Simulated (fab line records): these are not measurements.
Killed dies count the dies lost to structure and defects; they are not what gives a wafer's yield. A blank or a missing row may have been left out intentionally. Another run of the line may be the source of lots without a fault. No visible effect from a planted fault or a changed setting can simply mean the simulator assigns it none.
Matching of chambers ; flow n5_finfet ; N5_MIM_BOT_ETCH_STRIP_01 on rie_diel-06 has 4 sister chambers
The step strips in O2. 4 wafers are shown with their chamber, then 7 later ones without.

== WAFERS WITH THEIR CHAMBER ==
wafer;chamber;drypump_motor_current_A (A)
L088.1;2;5.2
L088.4;0;5.9
L089.1;3;5.9
L089.4;1;6.1

== WAFERS WITHOUT THEIR CHAMBER ==
wafer;drypump_motor_current_A (A)
L089.6;5.3
L091.1;5.3
L091.3;6.1
L091.4;5.9
L092.2;5.9
L092.4;6.1
L092.6;6.1

== WHICH CHAMBER EACH ONE RAN IN ==
wafer;from the rows above;in truth
L089.6;2;2
L091.1;2;2
L091.3;1;1
L091.4;can't be placed: 0 or 3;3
L092.2;can't be placed: 0 or 3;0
L092.4;1;1
L092.6;1;1
Correct placement for 5 of the 7. These rows do not allow placing 2 (true chamber among the candidates in 2). Placed wrongly: 0.
How it was worked out, from the rows above alone: a wafer's distance from a chamber is the root of the sum, over the readings, of the square of ((its reading less the chamber's mean) divided by the reading's scatter). The wafer belongs to the nearest chamber; if the next one is less than 2 further off, it can't be placed. For every chamber, the mean is computed from those of its wafers that are shown. The scatter: with one shown wafer a chamber, the root of the mean of the squares of how far each hidden wafer lies from its nearest shown one.
